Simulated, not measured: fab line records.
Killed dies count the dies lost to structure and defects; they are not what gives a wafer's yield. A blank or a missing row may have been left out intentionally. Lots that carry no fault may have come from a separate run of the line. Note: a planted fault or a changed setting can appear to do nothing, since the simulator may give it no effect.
fab line records :: flow n5-finfet
record:
  lots: 4
  wafers: 12
  last-day: 17
route steps=1938 shown SD_EPI_P@302 SD_ACTIVATION@330 ILD0@335 BEOL_M4@1111 PASSIVATION@1936
lots that met no fault: from a run of the same line without faults
start-h: hours from the record's first day to the start of the lot's first wafer shown :: wait-h: time in hours since the lot's previous step :: " identical to the entry in the row above :: L1.1+2: one row covering several wafers at once :: - either no value or no given start :: * or withheld: withheld :: < > ~ a bound
route shown NAME@n: NAME is a module with steps in the file, n the number in the route of the first one :: usual: mean and standard deviation over wafers with no fault :: same: alike in all rows :: chamber/n: place in a boat :: sites: per-site readings :: _std_site: their standard deviation :: _edge_site: mean of outer sites minus mean of inner sites :: radius-mm: how far each site lies from the wafer's centre :: mask NAME#n: copy n :: behind: tool/chamber where the wafer was last shaped :: hold: cause of the lot's hold/its duration in hours/its outcome :: device: whichever transistor did not switch (one of n, p or np) :: end of line: at the end of the route, the tests of the same wafers :: a step with no rows: only its recipe :: killed: not the wafer's yield, but the dies lost to structure and defects at the first sort :: map: a wafer's dies, x killed, . not, _ none there
set.NAME: the run value of the setting; set.NAME@STEP: its run value at that earlier step :: model.NAME: the simulator's own value behind a step, which no gauge read
certain route steps with their lots: each step a table, each wafer a row
services: the hour from which a tool's chamber was out of use, counted from the record's first day as start-h (under 0 if before that day), plus the number of hours and why
== steps ==
step: N5_SD_EPI_P_DEVELOP_08
recipe:
  develop-time-s: 30
  developer: TMAH
  resist: CAR-ArF-block
  dev-temp-c: 23
  rinse-liquid: diw
  dry: air-spin
step: N5_SD_EPI_P_DESCUM_14
recipe:
  chemistry: O2
  time-s: 7.9
  source-power-w: 50
  bias-power-w: 20
  pressure-mtorr: 20
  rf-frequency-hz: 2.712e+07
  temp-c: 40
  resist: CAR-ArF-block
  o2-flow-sccm: 225
step: N5_SD_EPI_P_ETCH_36
recipe:
  chemistry: CF4
  target: SiARC
  target-depth-a: 455
  mask-material: CAR-ArF-block
  time-s: 75.8
  ion-energy-ev: 80
  pressure-mtorr: 40
  source-w: 545
  bias-w: 36
  Ar_flow_sccm: 100
  cf4-flow-sccm: 100
  ends: cleared
step: N5_SD_EPI_P_ETCH_37
recipe:
  chemistry: N2/H2
  target: SOC
  overetch-a: 1080
  mask-material: SiARC
  temp-c: 40
  ion-energy-ev: 100
  source-w: 3000
  bias-w: 133
  pressure-mtorr: 20
  time-s: 486
  n2-flow-sccm: 200
  h2-flow-sccm: 200
  ends: end-point
step: N5_SD_EPI_P_STRIP_38
recipe:
  chemistry: N2/H2
  temp-c: 40
  n2-flow-sccm: 200
  h2-flow-sccm: 200
  rf-frequency-hz: 6e+07
step: N5_SD_EPI_P_ETCHBACK_46
recipe:
  chemistry: CH3F/O2
  mode: anisotropic-etchback
  target: SiNx
  target-depth-a: 175
  stop-on: SiO2
  over-etch-frac: 0.3
  ion-energy-ev: 120
  pressure-mtorr: 30
  source-w: 395
  bias-w: 73
  Ar_flow_sccm: 150
  CH3F_flow_sccm: 30
  O2_flow_sccm: 20
step: N5_SD_EPI_P_ETCH_47
recipe:
  chemistry: CH3F/O2
  target: SiOCN
  target-depth-a: 250
  mask-material: SOC
  ion-energy-ev: 60
  bias-w: 29
  pressure-mtorr: 30
  source-w: 410
  Ar_flow_sccm: 150
  CH3F_flow_sccm: 30
  O2_flow_sccm: 20
step: N5_SD_EPI_P_ETCH_16
recipe:
  chemistry: CHF3/O2
  target: SiO2
  target-depth-a: 50
  mask-material: SOC
  pressure-mtorr: 30
  source-w: 650
  bias-w: 170
  Ar_flow_sccm: 200
  CHF3_flow_sccm: 50
  O2_flow_sccm: 5
  ion-energy-ev: 200
step: N5_SD_EPI_P_STRIP_50
recipe:
  chemistry: CHF3/O2
  resist: SiARC
  rf-frequency-hz: 6e+07
step: N5_SD_EPI_P_SD_RECESS_17
recipe:
  chemistry: HBr/Cl2/O2
  target-depth-a: 391
  bt-time-s: 3
  pressure-mtorr: 10
  icp-w: 800
  bias-w: 112
  HBr_flow_sccm: 150
  Cl2_flow_sccm: 80
  O2_flow_sccm: 12
usual:
  bias-w: 112.00/0.29
  drypump-motor-current-A: 6.0/0.52
  oes_o_777_au: 1.005/0.018
  oes-product-au: 1.003/0.016
  rf-fwd-power-W: 795.6/2.6
  throttle-valve-pct: 36.9/0.35
lot.wafer: L456.1
tool: rie-si-05
chamber: 3
start-h: 54.74
wait-h: 0.0
bias-w: 111.94
drypump-motor-current-A: 6.6
oes_o_777_au: 0.996
oes-product-au: 1.002
rf-fwd-power-W: 800.1
rf-hours-counter-h: 66
throttle-valve-pct: 37.4
model.SD_EPI_P.feature-depth-nm: 39
model.etch.depth-nm: 39.06

lot.wafer: L456.5
tool: rie-si-05
chamber: 3
start-h: 54.74
wait-h: 0.0
bias-w: 111.89
drypump-motor-current-A: 6.6
oes_o_777_au: 0.996
oes-product-au: 0.992
rf-fwd-power-W: 795.9
rf-hours-counter-h: -
throttle-valve-pct: 37.4
model.SD_EPI_P.feature-depth-nm: 38.8
model.etch.depth-nm: 38.79

lot.wafer: L456.6
tool: rie-si-05
chamber: 0
start-h: 54.74
wait-h: 0.0
bias-w: 112.31
drypump-motor-current-A: 5.9
oes_o_777_au: 0.973
oes-product-au: 0.988
rf-fwd-power-W: 793.3
rf-hours-counter-h: -
throttle-valve-pct: 37.3
model.SD_EPI_P.feature-depth-nm: 37.4
model.etch.depth-nm: 37.41

lot.wafer: L467.1
tool: rie-si-01
chamber: 2
start-h: 121.27
wait-h: 0.0
bias-w: 111.82
drypump-motor-current-A: 4.7
oes_o_777_au: 1.008
oes-product-au: 1.010
rf-fwd-power-W: 797.2
rf-hours-counter-h: 127
throttle-valve-pct: 36.8
model.SD_EPI_P.feature-depth-nm: 38.6
model.etch.depth-nm: 38.58

lot.wafer: L467.3
tool: rie-si-01
chamber: 3
start-h: 121.27
wait-h: 0.0
bias-w: 112.20
drypump-motor-current-A: 6.3
oes_o_777_au: 1.037
oes-product-au: 1.013
rf-fwd-power-W: 798.7
rf-hours-counter-h: 5
throttle-valve-pct: 36.4
model.SD_EPI_P.feature-depth-nm: 39.6
model.etch.depth-nm: 39.54

lot.wafer: L467.5
tool: rie-si-01
chamber: 3
start-h: 121.27
wait-h: 0.0
bias-w: 112.45
drypump-motor-current-A: 6.3
oes_o_777_au: 1.026
oes-product-au: 1.015
rf-fwd-power-W: 799.8
rf-hours-counter-h: -
throttle-valve-pct: 36.4
model.SD_EPI_P.feature-depth-nm: 39.6
model.etch.depth-nm: 39.67

lot.wafer: L477.1
tool: rie-si-05
chamber: 2
start-h: 180.61
wait-h: 0.0
bias-w: 111.72
drypump-motor-current-A: 5.1
oes_o_777_au: 1.017
oes-product-au: 0.913
rf-fwd-power-W: 796.7
rf-hours-counter-h: 73
throttle-valve-pct: 36.6
model.SD_EPI_P.feature-depth-nm: 28.4
model.etch.depth-nm: 28.44

lot.wafer: L477.4
tool: rie-si-05
chamber: 3
start-h: 180.61
wait-h: 0.0
bias-w: 112.25
drypump-motor-current-A: 6.6
oes_o_777_au: 0.998
oes-product-au: 0.935
rf-fwd-power-W: 794.8
rf-hours-counter-h: 68
throttle-valve-pct: 37.5
model.SD_EPI_P.feature-depth-nm: 29.4
model.etch.depth-nm: 29.36

lot.wafer: L477.5
tool: rie-si-05
chamber: 2
start-h: 180.61
wait-h: 0.0
bias-w: 111.70
drypump-motor-current-A: 5.1
oes_o_777_au: 1.007
oes-product-au: 0.930
rf-fwd-power-W: 797.3
rf-hours-counter-h: -
throttle-valve-pct: 36.6
model.SD_EPI_P.feature-depth-nm: 28.6
model.etch.depth-nm: 28.5

lot.wafer: L478.2
tool: rie-si-05
chamber: 3
start-h: 188.97
wait-h: 0.0
bias-w: 111.85
drypump-motor-current-A: 6.6
oes_o_777_au: 0.993
oes-product-au: 0.998
rf-fwd-power-W: 798.0
rf-hours-counter-h: 69
throttle-valve-pct: 37.4
model.SD_EPI_P.feature-depth-nm: 39.2
model.etch.depth-nm: 39.23

lot.wafer: L478.3
tool: rie-si-05
chamber: 1
start-h: 188.97
wait-h: 0.0
bias-w: 111.94
drypump-motor-current-A: 6.3
oes_o_777_au: 1.020
oes-product-au: 0.995
rf-fwd-power-W: 792.1
rf-hours-counter-h: 34
throttle-valve-pct: 36.8
model.SD_EPI_P.feature-depth-nm: 39
model.etch.depth-nm: 38.91

lot.wafer: L478.5
tool: rie-si-05
chamber: 3
start-h: 188.97
wait-h: 0.0
bias-w: 111.45
drypump-motor-current-A: 6.6
oes_o_777_au: 1.000
oes-product-au: 0.928
rf-fwd-power-W: 798.9
rf-hours-counter-h: -
throttle-valve-pct: 37.5
model.SD_EPI_P.feature-depth-nm: 28.8
model.etch.depth-nm: 28.84
step: N5_SD_EPI_P_WET_ETCH_45
recipe:
  chemistry: dHF
  dilution: withheld
  time-s: 10.7
  target: SiO2
  target-depth-a: 20
  temp-c: 25
  dry: ipa-marangoni
  rinse-time-s: 30
  rinse-temp-c: 23
step: N5_SD_EPI_P_STRIP_40
recipe:
  chemistry: N2/H2
  power-w: 1000
  temp-c: 250
  h2-frac: 0.65
  overash-fraction: 0.3
  pressure-mtorr: withheld
  n2-flow-sccm: 1750
  h2-flow-sccm: 3250
step: N5_SD_EPI_P_PRECLEAN_52
recipe:
  chemistry: O3/DIW
  time-s: 60
  temp-c: 22
  o3-ppm: 10
step: N5_SD_EPI_P_SRD_20
recipe:
  dry: ipa-marangoni
  do-ppb: 5
  time-s: 30
  temp-c: 23
  rinse-liquid: diw
step: N5_SD_EPI_P_PRECLEAN_51
recipe:
  chemistry: NF3:NH3
  afs-cycles: 1
  temp-c: 30
  time-s: 20
  sublimation-temp-c: 180
  sublimation-time-s: 60
  pressure-torr: 3
  rf-power-w: 30
step: N5_SD_EPI_P_VAPOR_ETCH_44
recipe:
  chemistry: NF3/Ar
  target: SiGe30
  temp-c: 25
  time-s: 3.3
  mode: isotropic
step: N5_SD_EPI_P_EPI_21
recipe:
  material: SiGe:B
  dopant: B
  temp-c: 550
  pressure-torr: 20
  ambient: H2
  time-s: 355
step: N5_SD_EPI_P_HM_STRIP_48
recipe:
  chemistry: H3PO4
  temp-c: 160
  material: SiNx
  target: SiNx
  target-depth-a: 30
  overetch-fraction: 0.3
step: N5_SD_EPI_P_SRD_49
recipe:
  dry: ipa-marangoni
  time-s: 30
  temp-c: 23
  rinse-liquid: diw
step: N5_SD_EPI_P_PRECLEAN_24
recipe:
  chemistry: O3/DIW
  time-s: 45
  temp-c: 22
  o3-ppm: 10
step: N5_SD_EPI_P_PRECLEAN_32
recipe:
  chemistry: dHF
  time-s: 10
  dilution: 500:1
  temp-c: 25
step: N5_SD_EPI_P_PRECLEAN_33
recipe:
  chemistry: SC2
  time-s: 45
  temp-c: 35
  mix: 1:1:50
step: N5_SD_EPI_P_SRD_25
recipe:
  time-s: 30
  temp-c: 23
  rinse-liquid: diw
  dry: ipa-marangoni
step: N5_SD_ACTIVATION_RTA_00
recipe:
  temp-c: 975
  time-s: 0
  ambient: N2
  idle-temp-c: 600
  ramp-up-c-per-s: 150
  ramp-down-c-per-s: 60
  cool-to-c: 600
step: N5_SD_ACTIVATION_LSA_01
recipe:
  temp-c: 1080
  time-s: 0.0008
  ambient: N2
step: N5_ILD0_LINER_00
recipe:
  material: SiNx
  target-thk-a: 40
  temp-c: 400
  ald-precursor-family: SiH2I2
  ald-co-reactant: N2/H2-plasma
  pulse-time-s: 1
  purge-time-s: 2
  co-reactant-purge-time-s: 2
  ald-cycles: 80
  pressure-torr: 2
step: N5_ILD0_FCVD_FILL_01
recipe:
  material: SiO2_flowable
  target-thk-a: 2000
  temp-c: 100
  pressure-torr: 0.8
  rf-w: 2000
  time-s: 328.3
step: N5_ILD0_CURE_02
recipe:
  temp-c: 450
  time-s: 1800
  ambient: steam
  idle-temp-c: 400
  ramp-up-c-per-min: 5
  ramp-down-c-per-min: 3
  densification-p-h2o-torr: 640
step: N5_ILD0_CMP_03
recipe:
  stop-on: SiNx
  t-overpolish-s: 1.9
  post-cmp-clean: alkaline-brush
  down-force-psi: 4.1491
  platen-rpm: 51.796
  pad-velocity-m-s: 1.0306
  target-thk-nm: 197.38
step: N5_ILD0_CMP_07
recipe:
  stop-on: poly-Si
  material: SiO2_flowable
  t-overpolish-s: 1.18
  post-cmp-clean: alkaline-brush
  down-force-psi: 4.1491
  platen-rpm: 51.796
  pad-velocity-m-s: 1.0306
  target-thk-nm: 138.88
step: N5_ILD0_PRECLEAN_10
recipe:
  chemistry: NF3:NH3
  afs-cycles: 5
  time-s: 20
  temp-c: 30
  sublimation-temp-c: 180
  sublimation-time-s: 60
  pressure-torr: 3
  rf-power-w: 30
step: N5_ILD0_ALD_15
recipe:
  material: SiNx
  target-thk-a: 240
  temp-c: 400
  ald-precursor-family: SiH2I2
  ald-co-reactant: N2/H2-plasma
  pulse-time-s: 1
  ald-cycles: 480
  purge-time-s: 2
  co-reactant-purge-time-s: 2
  pressure-torr: 2
step: N5_BEOL_M4_RC_MEAS_101
usual:
  CJ_P: 5.79/0.18
  DIBL_N: 35.8/1.5
  DIBL_P: 35.9/1.8
  IOFF_N: 0.152/0.025
  IOFF_P: 0.21/0.031
  ION_N: 672/11
  ION_P: 462/7.4
  REXT_P: 101.0/2.3
  SS_N: 71.5/0.52
  SS_P: 73.2/0.54
  VT_N: 250/3
  VT_P: -250/3.3
lot.wafer: L456.1
tool: prober-02
chamber: 0
start-h: 171.86
wait-h: 0.0
CJ_P: 5.61
DIBL_N[mV/V]: 37.5
DIBL_P[mV/V]: 37.0
IOFF_N[nA/um]: 0.167
IOFF_P[nA/um]: 0.24
ION_N[uA/um]: 668
ION_P[uA/um]: 461
REXT_P[ohm.um]: 102.2
SS_N[mV/dec]: 71.9
SS_P[mV/dec]: 72.3
VT_N[mV]: 249
VT_P[mV]: -248

lot.wafer: L456.5
tool: prober-02
chamber: 0
start-h: 171.86
wait-h: 0.0
CJ_P: 5.75
DIBL_N[mV/V]: 35.3
DIBL_P[mV/V]: 35.3
IOFF_N[nA/um]: 0.140
IOFF_P[nA/um]: 0.21
ION_N[uA/um]: 670
ION_P[uA/um]: 465
REXT_P[ohm.um]: 103.0
SS_N[mV/dec]: 71.8
SS_P[mV/dec]: 73.0
VT_N[mV]: 251
VT_P[mV]: -248

lot.wafer: L456.6
tool: prober-02
chamber: 0
start-h: 171.86
wait-h: 0.0
CJ_P: 5.54
DIBL_N[mV/V]: 36.5
DIBL_P[mV/V]: 36.3
IOFF_N[nA/um]: 0.156
IOFF_P[nA/um]: 0.22
ION_N[uA/um]: 673
ION_P[uA/um]: 466
REXT_P[ohm.um]: 103.3
SS_N[mV/dec]: 71.8
SS_P[mV/dec]: 73.5
VT_N[mV]: 250
VT_P[mV]: -249

lot.wafer: L467.1
tool: prober-02
chamber: 0
start-h: 239.91
wait-h: 0.0
CJ_P: 5.65
DIBL_N[mV/V]: 36.5
DIBL_P[mV/V]: 35.2
IOFF_N[nA/um]: 0.162
IOFF_P[nA/um]: 0.21
ION_N[uA/um]: 666
ION_P[uA/um]: 460
REXT_P[ohm.um]: 101.0
SS_N[mV/dec]: 70.8
SS_P[mV/dec]: 73.9
VT_N[mV]: 248
VT_P[mV]: -250

lot.wafer: L467.3
tool: prober-02
chamber: 0
start-h: 239.91
wait-h: 0.0
CJ_P: 5.84
DIBL_N[mV/V]: 38.4
DIBL_P[mV/V]: 38.1
IOFF_N[nA/um]: 0.206
IOFF_P[nA/um]: 0.26
ION_N[uA/um]: 677
ION_P[uA/um]: 467
REXT_P[ohm.um]: 100.3
SS_N[mV/dec]: 72.6
SS_P[mV/dec]: 73.8
VT_N[mV]: 246
VT_P[mV]: -250

lot.wafer: L467.5
tool: prober-02
chamber: 0
start-h: 239.91
wait-h: 0.0
CJ_P: 5.83
DIBL_N[mV/V]: 35.9
DIBL_P[mV/V]: 34.5
IOFF_N[nA/um]: 0.146
IOFF_P[nA/um]: 0.20
ION_N[uA/um]: 670
ION_P[uA/um]: 460
REXT_P[ohm.um]: 100.3
SS_N[mV/dec]: 71.6
SS_P[mV/dec]: 73.1
VT_N[mV]: 251
VT_P[mV]: -251

lot.wafer: L477.1
tool: prober-02
chamber: 0
start-h: 300.36
wait-h: 0.0
CJ_P: 3.23
DIBL_N[mV/V]: 34.1
DIBL_P[mV/V]: 32.5
IOFF_N[nA/um]: 0.141
IOFF_P[nA/um]: 0.14
ION_N[uA/um]: 655
ION_P[uA/um]: 404
REXT_P[ohm.um]: 111.9
SS_N[mV/dec]: 71.6
SS_P[mV/dec]: 73.1
VT_N[mV]: 250
VT_P[mV]: -257

lot.wafer: L477.4
tool: prober-02
chamber: 0
start-h: 300.36
wait-h: 0.0
CJ_P: 3.65
DIBL_N[mV/V]: 35.3
DIBL_P[mV/V]: 34.2
IOFF_N[nA/um]: 0.157
IOFF_P[nA/um]: 0.15
ION_N[uA/um]: 672
ION_P[uA/um]: 414
REXT_P[ohm.um]: 111.5
SS_N[mV/dec]: 71.7
SS_P[mV/dec]: 72.9
VT_N[mV]: 248
VT_P[mV]: -257

lot.wafer: L477.5
tool: prober-02
chamber: 0
start-h: 300.36
wait-h: 0.0
CJ_P: 3.31
DIBL_N[mV/V]: 37.5
DIBL_P[mV/V]: 37.1
IOFF_N[nA/um]: 0.206
IOFF_P[nA/um]: 0.19
ION_N[uA/um]: 681
ION_P[uA/um]: 416
REXT_P[ohm.um]: 113.1
SS_N[mV/dec]: 71.9
SS_P[mV/dec]: 73.5
VT_N[mV]: 247
VT_P[mV]: -255

lot.wafer: L478.2
tool: prober-01
chamber: 0
start-h: 303.50
wait-h: 0.2
CJ_P: 5.83
DIBL_N[mV/V]: 34.3
DIBL_P[mV/V]: 33.5
IOFF_N[nA/um]: 0.120
IOFF_P[nA/um]: 0.19
ION_N[uA/um]: 653
ION_P[uA/um]: 455
REXT_P[ohm.um]: 99.7
SS_N[mV/dec]: 70.4
SS_P[mV/dec]: 72.2
VT_N[mV]: 256
VT_P[mV]: -250

lot.wafer: L478.3
tool: prober-01
chamber: 0
start-h: 303.50
wait-h: 0.2
CJ_P: 5.86
DIBL_N[mV/V]: 38.3
DIBL_P[mV/V]: 38.4
IOFF_N[nA/um]: 0.200
IOFF_P[nA/um]: 0.28
ION_N[uA/um]: 685
ION_P[uA/um]: 470
REXT_P[ohm.um]: 99.2
SS_N[mV/dec]: 71.4
SS_P[mV/dec]: 72.8
VT_N[mV]: 249
VT_P[mV]: -244

lot.wafer: L478.5
tool: prober-01
chamber: 0
start-h: 303.50
wait-h: 0.2
CJ_P: 3.43
DIBL_N[mV/V]: 33.3
DIBL_P[mV/V]: 30.7
IOFF_N[nA/um]: 0.114
IOFF_P[nA/um]: 0.12
ION_N[uA/um]: 656
ION_P[uA/um]: 402
REXT_P[ohm.um]: 111.2
SS_N[mV/dec]: 70.2
SS_P[mV/dec]: 71.9
VT_N[mV]: 252
VT_P[mV]: -259
step: N5_PASSIVATION_PROBE_49
usual:
  defect-limited-yield: 91.7/1.7
  killed_at_M0_to_M3: 34/10
  killed_at_M4_up: 13/5.1
  killed-at-contacts: 12/6.2
  killed-at-front-end: 36/12
  killed-at-other: 3.2/2.6
  killed-dies: 98/20
  killed-open: 65/13
  killed-short: 32/8.4
  sort_bin_5_function: 4.8/1.1
  sort_bin_6_memory: 3.2/0.74
  sort_bin_8_speed: 0.00/0.012
  sort-n-pass: 1082/20
  sort-yield-pct: 91.7/1.7
same:
  gross-dies: 1180
  killed-at-back-side: 0
  sort_bin_4_leakage[%]: 0
lot.wafer: L467.1
tool: prober-01
chamber: -
start-h: 340.42
wait-h: 0.0
defect-limited-yield[%]: 92.8
killed_at_M0_to_M3: 27
killed_at_M4_up: 15
killed-at-contacts: 14
killed-at-front-end: 26
killed-at-other: 3
killed-dies: 85
killed-open: 60
killed-short: 24
sort_bin_5_function[%]: 4.3
sort_bin_6_memory[%]: 2.7
sort_bin_8_speed[%]: 0
sort-n-pass: 1095
sort-yield-pct[%]: 92.8

lot.wafer: L467.3
tool: prober-01
chamber: -
start-h: 340.52
wait-h: 0.1
defect-limited-yield[%]: 93.9
killed_at_M0_to_M3: 24
killed_at_M4_up: 18
killed-at-contacts: 9
killed-at-front-end: 21
killed-at-other: 0
killed-dies: 72
killed-open: 48
killed-short: 22
sort_bin_5_function[%]: 2.7
sort_bin_6_memory[%]: 3.1
sort_bin_8_speed[%]: 0
sort-n-pass: 1108
sort-yield-pct[%]: 93.9

lot.wafer: L467.5
tool: prober-01
chamber: -
start-h: 340.62
wait-h: 0.2
defect-limited-yield[%]: 91.2
killed_at_M0_to_M3: 31
killed_at_M4_up: 14
killed-at-contacts: 14
killed-at-front-end: 42
killed-at-other: 3
killed-dies: 104
killed-open: 52
killed-short: 43
sort_bin_5_function[%]: 4.6
sort_bin_6_memory[%]: 3.3
sort_bin_8_speed[%]: 0
sort-n-pass: 1076
sort-yield-pct[%]: 91.2

lot.wafer: L477.1
tool: prober-02
chamber: -
start-h: 395.40
wait-h: 0.0
defect-limited-yield[%]: 93.2
killed_at_M0_to_M3: 43
killed_at_M4_up: 12
killed-at-contacts: 5
killed-at-front-end: 20
killed-at-other: 0
killed-dies: 80
killed-open: 54
killed-short: 26
sort_bin_5_function[%]: 3.7
sort_bin_6_memory[%]: 2.8
sort_bin_8_speed[%]: 93.22
sort-n-pass: 0
sort-yield-pct[%]: 0

lot.wafer: L477.4
tool: prober-02
chamber: -
start-h: 395.55
wait-h: 0.2
defect-limited-yield[%]: 92.6
killed_at_M0_to_M3: 29
killed_at_M4_up: 12
killed-at-contacts: 16
killed-at-front-end: 30
killed-at-other: 0
killed-dies: 87
killed-open: 58
killed-short: 28
sort_bin_5_function[%]: 4.7
sort_bin_6_memory[%]: 2.5
sort_bin_8_speed[%]: 92.63
sort-n-pass: 0
sort-yield-pct[%]: 0

lot.wafer: L477.5
tool: prober-02
chamber: -
start-h: 395.60
wait-h: 0.2
defect-limited-yield[%]: 89.7
killed_at_M0_to_M3: 32
killed_at_M4_up: 24
killed-at-contacts: 20
killed-at-front-end: 41
killed-at-other: 4
killed-dies: 121
killed-open: 77
killed-short: 43
sort_bin_5_function[%]: 6.4
sort_bin_6_memory[%]: 3.6
sort_bin_8_speed[%]: 89.24
sort-n-pass: 6
sort-yield-pct[%]: 0.5

lot.wafer: L478.5
tool: prober-02
chamber: -
start-h: 413.12
wait-h: 0.2
defect-limited-yield[%]: 92.1
killed_at_M0_to_M3: 33
killed_at_M4_up: 10
killed-at-contacts: 10
killed-at-front-end: 35
killed-at-other: 5
killed-dies: 93
killed-open: 56
killed-short: 32
sort_bin_5_function[%]: 4.7
sort_bin_6_memory[%]: 3.0
sort_bin_8_speed[%]: 92.12
sort-n-pass: 0
sort-yield-pct[%]: 0
killed by level:class
L467.1 MOL_CONTACT_COAG:geometric-particle:open=12 BEOL_M4:geometric-particle:open=10 BEOL_M0_SAQP:geometric-particle:open=7 STARTING-WAFER:geometric-particle:open=5 BEOL_M3:geometric-particle:short=5 FIN_SAQP:geometric-particle:open=4 BEOL_M0_SAQP:geometric-particle:short=4 FIN_CUT:geometric-particle:open=3
L467.3 BEOL_M4:geometric-particle:open=8 MOL_CONTACT_COAG:geometric-particle:open=6 BEOL_M4:geometric-particle:short=6 GATE_CUT:geometric-particle:open=5 BEOL_M0:geometric-particle:short=5 BEOL_M0:geometric-particle:open=5 BEOL_M1:geometric-particle:open=5 STI_FIN_REVEAL:geometric-particle:open=4
L467.5 BEOL_M0_SAQP:geometric-particle:short=12 MOL_CONTACT_COAG:geometric-particle:open=10 FIN_SAQP:geometric-particle:short=9 BEOL_M0_SAQP:geometric-particle:open=9 HKMG_FIN:area-etch=8 FIN_SAQP:geometric-particle:open=7 BEOL_M4:geometric-particle:open=5 MOL_CONTACT_COAG:geometric-particle:short=4
L477.1 BEOL_M2:geometric-particle:open=10 BEOL_M0_SAQP:geometric-particle:short=8 BEOL_M0_SAQP:geometric-particle:open=7 BEOL_M1:geometric-particle:open=5 BEOL_M3:geometric-particle:open=5 ILD0:geometric-particle:open=4 BEOL_M4:geometric-particle:open=4 FIN_SAQP:geometric-particle:open=3
L477.4 MOL_CONTACT_COAG:geometric-particle:open=13 FIN_SAQP:geometric-particle:open=8 BEOL_M3:geometric-particle:open=7 FIN_SAQP:geometric-particle:short=6 BEOL_M2:geometric-particle:open=6 BEOL_M1:geometric-particle:open=4 BEOL_M3:geometric-particle:short=4 BEOL_M0_SAQP:geometric-particle:short=3
L477.5 MOL_CONTACT_COAG:geometric-particle:open=15 BEOL_M4:geometric-particle:open=11 FIN_SAQP:geometric-particle:short=10 BEOL_M0_SAQP:geometric-particle:open=9 FIN_SAQP:geometric-particle:open=7 BEOL_M0_SAQP:geometric-particle:short=7 STI_FIN_REVEAL:geometric-particle:open=6 DUMMY_GATE:geometric-particle:open=5
L478.5 BEOL_M0_SAQP:geometric-particle:short=9 FIN_SAQP:geometric-particle:open=8 MOL_CONTACT_COAG:geometric-particle:open=8 BEOL_M1:geometric-particle:short=6 FIN_SAQP:geometric-particle:short=5 DUMMY_GATE:geometric-particle:open=4 BEOL_M1:geometric-particle:open=4 BEOL_M2:geometric-particle:open=4
map L477.5 (x killed, . not)
_________________............________________
______________.................._____________
___________.x........x...........x.__________
__________...........x...........x.._________
________.........x......xx........x..._______
_______...........x............x.......______
______....x................x.......x...._____
_____..x.x............x.......x..........____
____.................................xx...___
___....x....x........x........x...........x__
___..x.......xx.......................x...x__
__.......x..x..x..............x......x....x._
__..............x................x....x....._
_x.............x.x..........xx...............
_........x..............x..........x.........
_...........x.x.....x.......x................
_xx.....x...x.........................x......
_..x.............x............x.....xx...x...
_........x......x....xx....................x.
_.xxx..........x....x.x.x...x.x..............
_....x........x................x..x.xx.x.....
__...x..x.............x........x............_
__...x.....x.................x...xx.....x..._
___...............x........................__
___........................x..x......x.....__
____.....x............x...........x...x.x.___
_____.x..................x....x.xx..x....____
______.x............x..................._____
_______....xx..........xx.......x......______
________...........x.x................_______
__________..........x........x......_________
___________............x.....x.....__________
______________.................._____________
_________________............________________
map L478.3 (x killed, . not)
_________________...........x________________
______________x...x........x...._____________
___________...............x......x.__________
__________.................x...x..x._________
________.....................x.x......_______
_______.x............x..........x....x.______
______.x.................x.............x_____
_____...x......x.........................____
____.........x............x...............___
___............x....x.........x....x.......__
___x..x........xx....x....................x__
__..........x..........x.....xx...x........._
__........x...............x......xxx........_
_....x.................................x.....
_.........x..x...............................
_x..........................................x
_..................x..........x..............
_..............x............................x
_.................x..................x....x.x
_......................x..x.........x........
_...........................x.........x......
__.....................xx.x...x...........x._
__x.....................x.............x....x_
___..........x..x....................x.....__
___........................................__
____.x...x......x.............x...........___
_____..x.......x...............x......x..____
______............x.....xx......xx...x.._____
_______x...x..............x....x...x...______
________.............x...x.x..x......._______
__________.........................._________
___________.............x..x....xxx__________
______________............x....x_____________
_________________............________________
== services ==
tool: rie-si-01
chamber: 0
start-h: 51.83
hours: 3.8
kind: repair

tool: rie-si-01
chamber: 0
start-h: 101.50
hours: 3.9
kind: repair

tool: rie-si-01
chamber: 1
start-h: 116.94
hours: 15.1
kind: repair

tool: rie-si-01
chamber: 1
start-h: 132.08
hours: -
kind: clean

tool: rie-si-01
chamber: 1
start-h: 132.08
hours: 19.0
kind: scheduled-down

tool: rie-si-01
chamber: 1
start-h: 132.08
hours: 19.0
kind: vent-cycle

tool: rie-si-05
chamber: 1
start-h: 140.48
hours: 0.9
kind: repair
== key ==
first-sign:
  step: N5_SD_EPI_P_SD_RECESS_17
  reading: oes-product-au
  direction: down
  sigmas: 4.6
  usual: 1.003
  struck: 0.927
effect:
  step: N5_BEOL_M4_RC_MEAS_101
  reading: CJ_P
  direction: down
  sigmas: 13
  usual: 5.79
  struck: 3.40
effect:
  step: N5_BEOL_M4_RC_MEAS_101
  reading: ION_P
  direction: down
  sigmas: 7.1
  usual: 462
  struck: 409
effect:
  step: N5_BEOL_M4_RC_MEAS_101
  reading: REXT_P
  direction: up
  sigmas: 4.8
  usual: 101.0
  struck: 111.9
effect:
  step: N5_BEOL_M4_RC_MEAS_101
  reading: VT_P
  direction: down
  sigmas: 2
  usual: -250
  struck: -257
effect:
  step: N5_BEOL_M4_RC_MEAS_101
  reading: IOFF_P
  direction: down
  sigmas: 1.8
  usual: 0.21
  struck: 0.15
  wafers-moved: 3
effect:
  step: N5_PASSIVATION_PROBE_49
  reading: sort_bin_8_speed
  direction: up
  sigmas: 99+
  usual: 0.00
  struck: 91.80
model-effect:
  step: N5_SD_EPI_P_SD_RECESS_17
  value: SD_EPI_P.feature-depth-nm
  without: 38.95
  struck: 28.8
met-at N5_SD_EPI_P_SD_RECESS_17
struck-wafers L477.1,L477.4,L477.5,L478.5
onset-between 54.74 180.61
fault:
  kind: process-parameter-drift
  tool: rie-si-05
  chamber: -
  onset-h: 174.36
  steps: N5_SD_EPI_P_SD_RECESS_17
  channel: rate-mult
  offset: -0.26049
  shape: step
  end-h: 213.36
  scope: struck-wafers-only
